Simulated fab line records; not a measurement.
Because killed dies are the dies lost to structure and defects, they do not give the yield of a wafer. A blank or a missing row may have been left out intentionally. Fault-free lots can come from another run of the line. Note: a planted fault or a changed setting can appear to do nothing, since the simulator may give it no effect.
Chamber matching | flow n5-finfet | 4 sister chambers for N5_BEOL_M8_ETCH_61 on rie-diel-04
The step etches SiARC in CF4, target depth 45.5 nm, time 75.8 s. 4 wafers are shown with their chamber, then 8 later ones without.

== EACH WAFER AND ITS CHAMBER ==
wafer  | chamber | drypump-motor-current-A (A)
L686.1 | 1       | 5.7
L686.2 | 2       | 6.0
L686.3 | 0       | 5.8
L687.3 | 3       | 6.7

== WAFERS WITH NO CHAMBER GIVEN ==
wafer  | drypump-motor-current-A (A)
L687.4 | 6.0
L687.5 | 6.7
L689.1 | 6.0
L689.4 | 6.7
L689.5 | 6.0
L691.2 | 5.8
L691.3 | 5.6
L691.5 | 6.7

== THE CHAMBER EACH PASSED THROUGH ==
wafer  | from the rows above | in truth
L687.4 | 2                   | 2
L687.5 | 3                   | 3
L689.1 | 2                   | 2
L689.4 | 3                   | 3
L689.5 | 2                   | 2
L691.2 | 0                   | 0
L691.3 | 1                   | 1
L691.5 | 3                   | 3
Correct placement for 8 of the 8. Can't be placed from these rows: 0. Number placed wrongly: 0.
How it was worked out, from the rows above alone: a wafer's distance from a chamber is the root of the sum, over the readings, of the square of ((its reading less the chamber's mean) divided by the reading's scatter). If the next closest chamber is less than 2 further off than the closest, the wafer can't be placed; otherwise it belongs to the closest. The mean given for a chamber averages the wafers shown for that chamber. The scatter: root of mean squared gap, hidden wafer to nearest shown wafer, with one shown wafer a chamber.
